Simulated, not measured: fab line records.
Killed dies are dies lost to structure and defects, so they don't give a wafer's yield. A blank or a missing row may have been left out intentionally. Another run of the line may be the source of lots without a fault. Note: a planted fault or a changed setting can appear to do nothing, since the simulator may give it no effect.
fab line records    flow n5-finfet
record lots=5  wafers=12  last-day=17
route steps=1938 shown BEOL_M4@1099 BEOL_M5@1112 BEOL_M11@1536 PASSIVATION@1936
lots that met no fault: from a run of the same line without faults
start-h: hours from the record's opening day to when the first of the lot's shown wafers began    wait-h: hours elapsed since this lot's preceding step    " the same as in the row above    L1.1+2: several wafers, shown together as one row    - value missing, or start not given    * or withheld: withheld    < > ~ a bound
route shown NAME@n: NAME is a module with steps in the file, n the number in the route of the first one    usual: mean/standard deviation taken from wafers without a fault    same: alike in all rows    chamber/n: place in a boat    sites: per-site readings    _std_site: how widely they spread, as a standard deviation    _edge_site: mean of outer sites minus mean of inner sites    radius-mm: how far each site lies from the wafer's centre    mask NAME#n: copy n    behind: the tool/chamber that last shaped the wafer    hold: what put the lot on hold/how long, in hours/how the hold closed    device: whichever transistor did not switch (one of n, p or np)    end of line: tests run on the same wafers once the route is complete    a step given without rows: its recipe and nothing more    killed: the dies lost at the first sort to structure and to defects; this is not the yield of the wafer    map: a wafer's dies, marking killed ones x, the rest . and places with no die _
set.NAME: the setting the step ran with; set.NAME@STEP: the setting that earlier step ran with    model.NAME: the simulator's own value behind a step, which no gauge read
lots at selected steps of the route; one table per step, one row per wafer
services: a tool's chamber out of use, with start hour (start-h, from the record's first day; less than 0 if before it), hours out, and reason
## steps
# step N5_BEOL_M4_ANNEAL_95
# recipe temp-c=400  time-s=240  ambient=vacuum
# step N5_BEOL_M4_SPUTTER_96
# recipe material=Cu  target-thk-a=45  temp-c=-20  chamber-pressure-pa=0.07  power-w=withheld  time-s=8.29
# step N5_BEOL_M4_ECD_50
# recipe material=Cu  target-thk-a=3000
# step N5_BEOL_M4_ANNEAL_51
# recipe temp-c=225  time-s=90  ambient=N2
# step N5_BEOL_M4_CMP_52
# recipe stop-on=SiOC  t-overpolish-s=6.8  down-force-psi=1  platen-rpm=50  clearing-platen-down-force-psi=1.5  clearing-platen-rpm=50  post-cmp-clean=cu-alkaline  target-thk-nm=40  clearing-platen-pad-velocity-m-s=0.99484  pad-velocity-m-s=0.99484
# step N5_BEOL_M4_PRE_CLEAN_60
# recipe gas=NH3/H2  time-s=15  temp-c=*  rf-power-w=300
# step N5_BEOL_M4_CO_CAP_55
# recipe material=Co  target-thk-a=20  temp-c=200  precursor=CCTBA/H2  pressure-torr=30  time-s=102.1
# step N5_BEOL_M4_PRE_CLEAN_56
# recipe gas=NH3  time-s=15  temp-c=withheld  rf-power-w=300
# step N5_BEOL_M4_DEP_57
# recipe material=SiCN  target-thk-a=80  temp-c=withheld  precursor=3MS/NH3  pressure-torr=3  rf-w=202  time-s=14
# step N5_BEOL_M4_RC_MEAS_101
# usual DIBL_N=37.2/1.9  DIBL_P=37.3/2.2  IOFF_N=0.18/0.038  IOFF_P=0.22/0.039  ION_N=678/11  ION_P=462/6.9  SS_N=71.8/0.68  SS_P=73.5/0.65  VT_N=249/3.4  VT_P=-250/3.2
lot.wafer  tool       chamber  start-h  wait-h  DIBL_N[mV/V]  DIBL_P[mV/V]  IOFF_N[nA/um]  IOFF_P[nA/um]  ION_N[uA/um]  ION_P[uA/um]  SS_N[mV/dec]  SS_P[mV/dec]  VT_N[mV]  VT_P[mV]
L971.1     prober-01  0        178.81   0.0     35.2          34.3          0.14           0.16           659           446           71.2          72.6          253       -256
L971.4     "          0        "        "       35.6          35.1          0.13           0.17           679           459           71.6          72.1          254       -254
L971.5     "          0        "        "       38.7          38.7          0.20           0.22           675           453           72.6          73.4          249       -250
L989.1     prober-01  0        281.02   0.0     37.2          37.1          0.17           0.23           662           459           71.5          74.0          247       -250
L989.5     "          0        "        "       40.0          39.2          0.23           0.26           681           461           72.8          73.7          246       -248
L989.6     "          0        "        "       36.2          35.7          0.16           0.20           678           466           71.5          73.1          248       -247
L990.5     prober-01  0        292.46   0.6     37.3          36.3          0.16           0.24           677           464           72.1          73.7          248       -250
L990.6     "          0        "        "       41.0          39.5          0.25           0.30           685           468           73.0          74.8          242       -246
L991.5     prober-02  0        293.17   0.9     39.4          39.7          0.25           0.32           688           471           72.3          74.0          243       -245
L991.6     "          0        "        "       35.8          33.6          0.16           0.20           689           469           71.1          72.8          248       -249
L988.5     prober-01  0        300.88   0.6     36.1          36.0          0.16           0.23           668           459           71.8          73.7          249       -248
L988.6     "          0        "        "       40.9          42.1          0.27           0.35           697           471           73.0          75.2          243       -241
# step N5_BEOL_M5_ILD_DEP_00
# recipe material=SiCOH_lowk  target-thk-a=1406.4  temp-c=300  precursor=DEMS/porogen  pressure-torr=5  rf-w=500  time-s=25.9
# step N5_BEOL_M5_CURE_79
# recipe temp-c=385  time-s=240  ambient=He/Ar  material=SiCOH_lowk
# step N5_BEOL_M5_PECVD_70
# recipe material=SiO2  target-thk-a=160  temp-c=400  precursor=TEOS/O2  pressure-torr=5.5  rf-w=450  teos-flow-sccm=53.8  gas=O2  flow-sccm=3000  time-s=18
# step N5_BEOL_M5_HM_DEP_02
# recipe material=TiN  target-thk-a=200  temp-c=25  chamber-pressure-pa=0.49996
# step N5_BEOL_M5_COAT_59
# recipe resist=SOC  temp-c=250  time-s=60  spin-rpm=1500  resist-thk-nm=60
# step N5_BEOL_M5_COAT_60
# recipe resist=SiARC  temp-c=220  time-s=60  spin-rpm=1500  resist-thk-nm=12
# step N5_BEOL_M5_COAT_71
# recipe resist=underlayer  temp-c=205  time-s=60  spin-rpm=1500  resist-thk-nm=5
# step N5_BEOL_M5_COAT_05
# recipe resist=CAR-EUV  spin-rpm=1500  resist-thk-nm=30
# step N5_BEOL_M5_EBR_07
# recipe solvent=PGMEA  ebr-width-mm=1.5
# step N5_BEOL_M5_SOFTBAKE_06
# recipe temp-c=110  time-s=60  resist=CAR-EUV
# step N5_BEOL_M5_EXPOSE_08
# recipe mask-id=M5  na=0.33  source-shape=annular  sigma-inner=0.4  sigma-outer=0.8  polarization=unpolarized  target-cd-nm=28  dose-mj=35.75
# step N5_BEOL_M5_PEB_09
# recipe peb-temp-c=100  peb-time-s=60  resist=CAR-EUV
# step N5_BEOL_M5_DEVELOP_10
# recipe develop-time-s=30  developer=TMAH  resist=CAR-EUV  rinse-liquid=surfactant-rinse  dry=air-spin  dev-temp-c=23
# step N5_BEOL_M5_DESCUM_16
# recipe chemistry=O2  time-s=7  source-power-w=50  bias-power-w=20  pressure-mtorr=20  rf-frequency-hz=2.712e+07  temp-c=40  resist=CAR-EUV  o2-flow-sccm=225
# step N5_BEOL_M5_ETCH_72
# recipe chemistry=N2/H2  target=underlayer  target-depth-a=65  mask-material=CAR-EUV  time-s=5.2  ion-energy-ev=200  pressure-mtorr=30  source-w=840  bias-w=150  n2-flow-sccm=200  h2-flow-sccm=200  ends=cleared
# step N5_BEOL_M5_ETCH_61
# recipe chemistry=CF4  target=SiARC  target-depth-a=156  mask-material=CAR-EUV  time-s=26  ion-energy-ev=80  pressure-mtorr=40  source-w=545  bias-w=36  Ar_flow_sccm=100  cf4-flow-sccm=100  ends=cleared
# step N5_BEOL_M5_ETCH_62
# recipe chemistry=N2/H2  target=SOC  target-depth-a=750  overetch-a=150  mask-material=SiARC  temp-c=40  time-s=112.5  ion-energy-ev=200  pressure-mtorr=30  source-w=840  bias-w=150  n2-flow-sccm=200  h2-flow-sccm=200
# step N5_BEOL_M5_STRIP_63
# recipe chemistry=N2/H2  temp-c=40  n2-flow-sccm=200  h2-flow-sccm=200  rf-frequency-hz=6e+07
# step N5_BEOL_M5_STRIP_73
# recipe chemistry=N2/H2  temp-c=40  n2-flow-sccm=200  h2-flow-sccm=200  rf-frequency-hz=6e+07
# step N5_BEOL_M5_STRIP_64
# recipe chemistry=CF4  resist=SiARC  power-w=300  bias-power-w=75  pressure-mtorr=50  cf4-flow-sccm=150  rf-frequency-hz=6e+07
# step N5_BEOL_M5_HM_OPEN_17
# recipe chemistry=Cl2/BCl3  target-depth-a=200  overetch-a=60  target=TiN  mask-material=SOC  ion-energy-ev=150  pressure-mtorr=10  icp-w=1000  bias-w=126  Cl2_flow_sccm=53.25  bcl3-flow-sccm=21.75  Ar_flow_sccm=25
# step N5_BEOL_M5_STRIP_19
# recipe chemistry=O2  power-w=400  temp-c=40  pressure-mtorr=30  rf-frequency-hz=6e+07  bias-power-w=0  overash-fraction=0.2  o2-flow-sccm=225
# step N5_BEOL_M5_COAT_65
# recipe resist=SOC  temp-c=250  time-s=60  spin-rpm=1500  resist-thk-nm=60
# step N5_BEOL_M5_COAT_66
# recipe resist=SiARC  temp-c=220  time-s=60  spin-rpm=1500  resist-thk-nm=12
# step N5_BEOL_M11_ILD_DEP_00
# recipe material=SiCOH_lowk  target-thk-a=3085.1  temp-c=300  precursor=DEMS/porogen  pressure-torr=5  rf-w=500  time-s=58
# usual heater-power-w=322/56  run-length-s=101.1/0.53  showerhead-plenum-p-Torr=5.740/0.017  throttle-valve-pct=14.1/0.68
lot.wafer  tool      chamber  start-h  wait-h  heater-power-w  run-length-s  showerhead-plenum-p-Torr  throttle-valve-pct  model.SiCOH_lowk_of_BEOL_M11_ILD_DEP_00.thk-nm
L971.1     pecvd-01  2        229.71   0.0     336             101.5         5.747                     13.6                306.4
L971.4     "         2        "        "       351             101.7         5.757                     13.5                311.4
L971.5     "         0        "        "       399             100.6         5.725                     14.4                306.6
L989.1     pecvd-03  0        340.07   0.0     341             101.8         5.718                     14.2                310
L989.5     "         0        "        "       344             100.9         5.730                     14.1                313.8
L989.6     "         1        "        "       290             102.2         5.757                     14.5                308.2
L991.5     pecvd-01  1        349.09   0.1     305             100.8         5.753                     14.7                309.6
L991.6     "         2        "        "       324             142.1         5.753                     12.8                516.8
L990.5     pecvd-01  0        350.63   0.1     313             101.0         5.743                     14.3                309.2
L990.6     "         1        "        "       349             140.3         5.751                     14.8                525.2
L988.5     pecvd-01  0        352.80   0.1     352             101.4         5.727                     14.3                308.4
L988.6     "         1        "        "       331             140.8         5.767                     15.0                524
# step N5_BEOL_M11_THK_MEAS_01
# recipe reads=SiCOH_lowk_of_BEOL_M11_ILD_DEP_00
# usual M11_ILD_THK=268/3.3
lot.wafer  tool           chamber  start-h  wait-h  M11_ILD_THK[nm]
L971.1     film-metro-01  -        230.33   0.4     266
L971.4     "              -        "        "       271
L971.5     "              -        "        "       266
L989.1     film-metro-01  -        340.66   0.4     269
L989.5     "              -        "        "       273
L989.6     "              -        "        "       268
L991.5     film-metro-01  -        349.66   0.1     269
L991.6     "              -        "        "       454
L990.5     film-metro-01  -        351.21   0.1     269
L990.6     "              -        "        "       461
L988.5     film-metro-01  -        353.37   0.1     268
L988.6     "              -        "        "       461
# step N5_BEOL_M11_CMP_52
# recipe stop-on=SiCOH_lowk  t-overpolish-s=7  down-force-psi=1  platen-rpm=50  clearing-platen-down-force-psi=1.5  clearing-platen-rpm=50  post-cmp-clean=cu-alkaline  target-thk-nm=140  clearing-platen-pad-velocity-m-s=0.99484  pad-velocity-m-s=0.99484
# usual motor-current-A=6.0/0.49
lot.wafer  tool    chamber  start-h  wait-h  motor-current-A  model.SiCOH_lowk_of_BEOL_M11_ILD_DEP_00.thk-nm
L971.1     cmp-04  1        238.23   0.3     5.9              263
L971.4     "       2        "        "       5.3              267.6
L971.5     "       0        "        "       7.2              263.2
L989.1     cmp-01  0        348.42   0.4     5.3              266.2
L989.5     "       1        "        "       6.7              269.6
L989.6     "       2        "        "       6.2              264.8
L990.5     cmp-02  2        357.34   0.2     6.2              265.6
L990.6     "       3        "        "       5.8              458.6
L991.5     cmp-02  0        357.92   0.2     6.5              266
L991.6     "       1        "        "       5.3              451.2
L988.5     cmp-01  3        360.97   0.2     5.9              265
L988.6     "       0        "        "       5.8              457.6
# step N5_PASSIVATION_PROBE_49
# usual defect-limited-yield=91.2/1.6  killed_at_M0_to_M3=31/10  killed_at_M4_up=14/4.4  killed-at-contacts=13/6  killed-at-front-end=43/13  killed-at-other=3.5/2.6  killed-dies=104/18  killed-on-rim=14/4.6  killed-open=68/14  killed-short=34/8.1  sort_bin_5_function=5.1/1.1  sort_bin_6_memory=3.3/0.68  sort-n-pass=1076/18  sort-yield-pct=91.2/1.6
# same gross-dies=1180  killed-at-back-side=0  sort_bin_4_leakage[%]=0  sort_bin_8_speed[%]=0
lot.wafer  tool       chamber  start-h  wait-h  defect-limited-yield[%]  killed_at_M0_to_M3  killed_at_M4_up  killed-at-contacts  killed-at-front-end  killed-at-other  killed-dies  killed-on-rim  killed-open  killed-short  sort_bin_5_function[%]  sort_bin_6_memory[%]  sort-n-pass  sort-yield-pct[%]
L971.1     prober-01  -        278.27   0.0     90.2                     29                  12               20                  48                   7                116          15             68           46            5.4                     4.1                   1064         90.2
L971.4     prober-01  -        278.42   0.2     92.0                     31                  14               13                  34                   2                94           19             60           28            5.1                     2.2                   1086         92.0
L971.5     prober-01  -        278.47   0.2     90.0                     52                  12               9                   40                   5                118          22             63           53            5.6                     4.1                   1062         90.0
L989.1     prober-02  -        394.70   0.0     91.0                     36                  17               19                  34                   0                106          8              66           38            6.1                     2.7                   1074         91.0
L989.5     prober-02  -        394.90   0.2     88.8                     46                  16               11                  55                   4                132          14             77           55            7.7                     3.4                   1048         88.8
L989.6     prober-02  -        394.95   0.3     92.1                     43                  14               5                   29                   2                93           10             56           32            4.0                     3.0                   1087         92.1
L990.5     prober-01  -        401.19   0.2     91.9                     6                   7                8                   74                   1                96           7              52           38            4.2                     3.3                   1084         91.9
L990.6     prober-01  -        401.24   0.3     0                        28                  1107             7                   32                   6                1180         152            56           28            96.6                    3.0                   0            0
L991.5     prober-01  -        406.39   0.7     93.1                     16                  24               7                   33                   2                82           11             57           24            3.6                     3.1                   1098         93.1
L991.6     prober-01  -        406.44   0.8     0                        34                  1095             18                  30                   3                1180         152            67           26            97.4                    2.4                   0            0
L988.5     prober-01  -        409.58   0.2     91.5                     34                  17               14                  34                   1                100          12             66           28            4.3                     3.4                   1080         91.5
L988.6     prober-01  -        409.63   0.3     0                        25                  1096             25                  28                   6                1180         152            65           29            96.5                    3.1                   0            0
# killed by level:class
L971.1 FIN_SAQP:geometric-particle:short=21 MOL_CONTACT_COAG:geometric-particle:open=17 BEOL_M3:geometric-particle:open=9 BEOL_M0_SAQP:geometric-particle:open=7 BEOL_M4:geometric-particle:open=6 STI_FIN_REVEAL:geometric-particle:open=6 FIN_SAQP:geometric-particle:open=4 BEOL_M3:geometric-particle:short=4
L971.4 FIN_SAQP:geometric-particle:open=12 BEOL_M3:geometric-particle:open=10 MOL_CONTACT_COAG:geometric-particle:open=8 FIN_SAQP:geometric-particle:short=6 DUMMY_GATE:geometric-particle:open=6 BEOL_M0_SAQP:geometric-particle:short=6 MOL_CONTACT_COAG:geometric-particle:short=5 BEOL_M0_SAQP:geometric-particle:open=5
L971.5 BEOL_M0_SAQP:geometric-particle:short=19 FIN_SAQP:geometric-particle:short=13 BEOL_M3:geometric-particle:open=13 BEOL_M0_SAQP:geometric-particle:open=9 FIN_SAQP:geometric-particle:open=8 MOL_CONTACT_COAG:geometric-particle:open=6 STI_FIN_REVEAL:geometric-particle:open=4 BEOL_M4:geometric-particle:open=4
L989.1 MOL_CONTACT_COAG:geometric-particle:open=14 BEOL_M0_SAQP:geometric-particle:short=13 BEOL_M4:geometric-particle:open=9 GATE_CUT:geometric-particle:short=6 BEOL_M0_SAQP:geometric-particle:open=6 BEOL_M2:geometric-particle:open=6 DUMMY_GATE:geometric-particle:open=5 GATE_CUT:geometric-particle:open=5
L989.5 FIN_SAQP:geometric-particle:short=18 FIN_SAQP:geometric-particle:open=12 BEOL_M0_SAQP:geometric-particle:open=11 GATE_CUT:geometric-particle:short=9 BEOL_M3:geometric-particle:open=9 BEOL_M4:geometric-particle:open=8 BEOL_M0_SAQP:geometric-particle:short=7 BEOL_M2:geometric-particle:open=6
L989.6 BEOL_M0_SAQP:geometric-particle:short=14 BEOL_M2:geometric-particle:open=10 BEOL_M4:geometric-particle:open=8 BEOL_M0_SAQP:geometric-particle:open=7 STI_FIN_REVEAL:geometric-particle:open=5 HKMG_FIN:area-etch=5 DUMMY_GATE:geometric-particle:open=4 GATE_CUT:geometric-particle:short=4
L990.5 FIN_SAQP:geometric-particle:short=21 STI_FIN_REVEAL:geometric-particle:open=21 MOL_CONTACT_COAG:geometric-particle:open=8 FIN_SAQP:geometric-particle:open=7 HKMG_FIN:area-etch=6 STARTING-WAFER:geometric-particle:open=5 GATE_CUT:geometric-particle:short=4 STI_FIN_REVEAL:geometric-particle:short=3
L990.6 BEOL_M11:area-etch=1096 BEOL_M0_SAQP:geometric-particle:open=9 FIN_SAQP:geometric-particle:open=6 BEOL_M1:geometric-particle:open=6 BEOL_M0_SAQP:geometric-particle:short=5 BEOL_M4:geometric-particle:open=5 FIN_SAQP:geometric-particle:short=4 STI_FIN_REVEAL:geometric-particle:open=4
L991.5 BEOL_M4:geometric-particle:open=9 FIN_SAQP:geometric-particle:open=7 MOL_CONTACT_COAG:geometric-particle:open=7 FIN_SAQP:geometric-particle:short=5 BEOL_M5:geometric-particle:open=5 BEOL_M8:geometric-particle:open=5 STI_FIN_REVEAL:geometric-particle:open=4 DUMMY_GATE:geometric-particle:open=4
L991.6 BEOL_M11:area-etch=1086 MOL_CONTACT_COAG:geometric-particle:open=16 BEOL_M0_SAQP:geometric-particle:open=9 BEOL_M1:geometric-particle:open=9 FIN_SAQP:geometric-particle:open=8 BEOL_M0_SAQP:geometric-particle:short=8 BEOL_M2:geometric-particle:open=7 FIN_SAQP:geometric-particle:short=5
L988.5 STI_FIN_REVEAL:geometric-particle:open=18 MOL_CONTACT_COAG:geometric-particle:open=11 BEOL_M0_SAQP:geometric-particle:open=6 BEOL_M3:geometric-particle:short=6 BEOL_M4:geometric-particle:open=6 BEOL_M0_SAQP:geometric-particle:short=5 BEOL_M3:geometric-particle:open=5 HKMG_FIN:area-etch=5
L988.6 BEOL_M11:area-etch=1085 MOL_CONTACT_COAG:geometric-particle:open=20 BEOL_M2:geometric-particle:open=11 BEOL_M0_SAQP:geometric-particle:short=6 MOL_CONTACT_COAG:geometric-particle:short=5 GATE_CUT:geometric-particle:short=4 BEOL_M0_SAQP:geometric-particle:open=4 STARTING-WAFER:geometric-particle:short=4
# map L988.6 (x killed, . not)
_________________xxxxxxxxxxxx________________
______________xxxxxxxxxxxxxxxxxx_____________
___________xxxxxxxxxxxxxxxxxxxxxxxx__________
__________xxxxxxxxxxxxxxxxxxxxxxxxxx_________
________xxxxxxxxxxxxxxxxxxxxxxxxxxxxxx_______
_______xxxxxxxxxxxxxxxxxxxxxxxxxxxxxxxx______
______xxxxxxxxxxxxxxxxxxxxxxxxxxxxxxxxxx_____
_____xxxxxxxxxxxxxxxxxxxxxxxxxxxxxxxxxxxx____
____xxxxxxxxxxxxxxxxxxxxxxxxxxxxxxxxxxxxxx___
___xxxxxxxxxxxxxxxxxxxxxxxxxxxxxxxxxxxxxxxx__
___xxxxxxxxxxxxxxxxxxxxxxxxxxxxxxxxxxxxxxxx__
__xxxxxxxxxxxxxxxxxxxxxxxxxxxxxxxxxxxxxxxxxx_
__xxxxxxxxxxxxxxxxxxxxxxxxxxxxxxxxxxxxxxxxxx_
_xxxxxxxxxxxxxxxxxxxxxxxxxxxxxxxxxxxxxxxxxxxx
_xxxxxxxxxxxxxxxxxxxxxxxxxxxxxxxxxxxxxxxxxxxx
_xxxxxxxxxxxxxxxxxxxxxxxxxxxxxxxxxxxxxxxxxxxx
_xxxxxxxxxxxxxxxxxxxxxxxxxxxxxxxxxxxxxxxxxxxx
_xxxxxxxxxxxxxxxxxxxxxxxxxxxxxxxxxxxxxxxxxxxx
_xxxxxxxxxxxxxxxxxxxxxxxxxxxxxxxxxxxxxxxxxxxx
_xxxxxxxxxxxxxxxxxxxxxxxxxxxxxxxxxxxxxxxxxxxx
_xxxxxxxxxxxxxxxxxxxxxxxxxxxxxxxxxxxxxxxxxxxx
__xxxxxxxxxxxxxxxxxxxxxxxxxxxxxxxxxxxxxxxxxx_
__xxxxxxxxxxxxxxxxxxxxxxxxxxxxxxxxxxxxxxxxxx_
___xxxxxxxxxxxxxxxxxxxxxxxxxxxxxxxxxxxxxxxx__
___xxxxxxxxxxxxxxxxxxxxxxxxxxxxxxxxxxxxxxxx__
____xxxxxxxxxxxxxxxxxxxxxxxxxxxxxxxxxxxxxx___
_____xxxxxxxxxxxxxxxxxxxxxxxxxxxxxxxxxxxx____
______xxxxxxxxxxxxxxxxxxxxxxxxxxxxxxxxxx_____
_______xxxxxxxxxxxxxxxxxxxxxxxxxxxxxxxx______
________xxxxxxxxxxxxxxxxxxxxxxxxxxxxxx_______
__________xxxxxxxxxxxxxxxxxxxxxxxxxx_________
___________xxxxxxxxxxxxxxxxxxxxxxxx__________
______________xxxxxxxxxxxxxxxxxx_____________
_________________xxxxxxxxxxxx________________
# map L990.6 (x killed, . not)
_________________xxxxxxxxxxxx________________
______________xxxxxxxxxxxxxxxxxx_____________
___________xxxxxxxxxxxxxxxxxxxxxxxx__________
__________xxxxxxxxxxxxxxxxxxxxxxxxxx_________
________xxxxxxxxxxxxxxxxxxxxxxxxxxxxxx_______
_______xxxxxxxxxxxxxxxxxxxxxxxxxxxxxxxx______
______xxxxxxxxxxxxxxxxxxxxxxxxxxxxxxxxxx_____
_____xxxxxxxxxxxxxxxxxxxxxxxxxxxxxxxxxxxx____
____xxxxxxxxxxxxxxxxxxxxxxxxxxxxxxxxxxxxxx___
___xxxxxxxxxxxxxxxxxxxxxxxxxxxxxxxxxxxxxxxx__
___xxxxxxxxxxxxxxxxxxxxxxxxxxxxxxxxxxxxxxxx__
__xxxxxxxxxxxxxxxxxxxxxxxxxxxxxxxxxxxxxxxxxx_
__xxxxxxxxxxxxxxxxxxxxxxxxxxxxxxxxxxxxxxxxxx_
_xxxxxxxxxxxxxxxxxxxxxxxxxxxxxxxxxxxxxxxxxxxx
_xxxxxxxxxxxxxxxxxxxxxxxxxxxxxxxxxxxxxxxxxxxx
_xxxxxxxxxxxxxxxxxxxxxxxxxxxxxxxxxxxxxxxxxxxx
_xxxxxxxxxxxxxxxxxxxxxxxxxxxxxxxxxxxxxxxxxxxx
_xxxxxxxxxxxxxxxxxxxxxxxxxxxxxxxxxxxxxxxxxxxx
_xxxxxxxxxxxxxxxxxxxxxxxxxxxxxxxxxxxxxxxxxxxx
_xxxxxxxxxxxxxxxxxxxxxxxxxxxxxxxxxxxxxxxxxxxx
_xxxxxxxxxxxxxxxxxxxxxxxxxxxxxxxxxxxxxxxxxxxx
__xxxxxxxxxxxxxxxxxxxxxxxxxxxxxxxxxxxxxxxxxx_
__xxxxxxxxxxxxxxxxxxxxxxxxxxxxxxxxxxxxxxxxxx_
___xxxxxxxxxxxxxxxxxxxxxxxxxxxxxxxxxxxxxxxx__
___xxxxxxxxxxxxxxxxxxxxxxxxxxxxxxxxxxxxxxxx__
____xxxxxxxxxxxxxxxxxxxxxxxxxxxxxxxxxxxxxx___
_____xxxxxxxxxxxxxxxxxxxxxxxxxxxxxxxxxxxx____
______xxxxxxxxxxxxxxxxxxxxxxxxxxxxxxxxxx_____
_______xxxxxxxxxxxxxxxxxxxxxxxxxxxxxxxx______
________xxxxxxxxxxxxxxxxxxxxxxxxxxxxxx_______
__________xxxxxxxxxxxxxxxxxxxxxxxxxx_________
___________xxxxxxxxxxxxxxxxxxxxxxxx__________
______________xxxxxxxxxxxxxxxxxx_____________
_________________xxxxxxxxxxxx________________
## services
tool      chamber  start-h  hours  kind
pecvd-03  1        209.81   6.0    repair
cmp-02    -        212.42   2.3    repair
cmp-02    -        224.34   2.1    repair
pecvd-03  -        243.34   1.2    repair
pecvd-01  -        250.03   3.0    repair
cmp-02    -        257.53   0.8    repair
pecvd-01  2        257.90   -      clean
pecvd-01  2        257.90   -      consumable-replace:showerhead
pecvd-01  2        257.90   29.0   scheduled-down
pecvd-01  2        257.90   29.0   vent-cycle
pecvd-01  -        262.76   8.9    repair
cmp-04    -        285.45   0.6    repair
pecvd-01  0        293.90   16.5   scheduled-down
cmp-04    -        310.21   2.9    repair
pecvd-01  2        310.40   5.5    scheduled-down
cmp-02    -        322.57   4.0    pm
cmp-02    -        326.57   -      consumable-replace:conditioner
cmp-02    -        326.57   -      consumable-replace:pad
cmp-04    -        332.89   15.3   pm
cmp-04    -        355.97   2.6    repair
## key
first-sign step=N5_BEOL_M11_ILD_DEP_00  reading=run-length-s  direction=up  sigmas=76  usual=*  struck=*
effect step=N5_BEOL_M11_THK_MEAS_01  reading=M11_ILD_THK  direction=up  sigmas=58  usual=268  struck=459
effect step=N5_PASSIVATION_PROBE_49  reading=killed_at_M4_up  direction=up  sigmas=99+  usual=14  struck=1099
model-effect step=N5_BEOL_M11_ILD_DEP_00  value=SiCOH_lowk_of_BEOL_M11_ILD_DEP_00.thk-nm  without=310.6  struck=522
model-effect step=N5_BEOL_M11_CMP_52  value=SiCOH_lowk_of_BEOL_M11_ILD_DEP_00.thk-nm  without=266.9  struck=455.8
more-kills-born-at N5_BEOL_M11_ETCH_41@rie-diel-05=2171  N5_BEOL_M11_ETCH_41@rie-diel-06=1096
met-at N5_BEOL_M11_ILD_DEP_00
struck-wafers L988.6,L990.6,L991.6
later-rows-left-out L988.6,L990.6,L991.6
onset-between 229.71 349.09
fault kind=process-parameter-drift  tool=pecvd-01  chamber=-  onset-h=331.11  steps=N5_BEOL_M11_ILD_DEP_00  channel=time-s  offset=*  shape=step  end-h=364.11  scope=struck-wafers-only  acts-in=*  stated=*
# later-rows-left-out: the simulator's readings of these wafers behind a module that went badly wrong aren't trusted and aren't shown, but for the sort
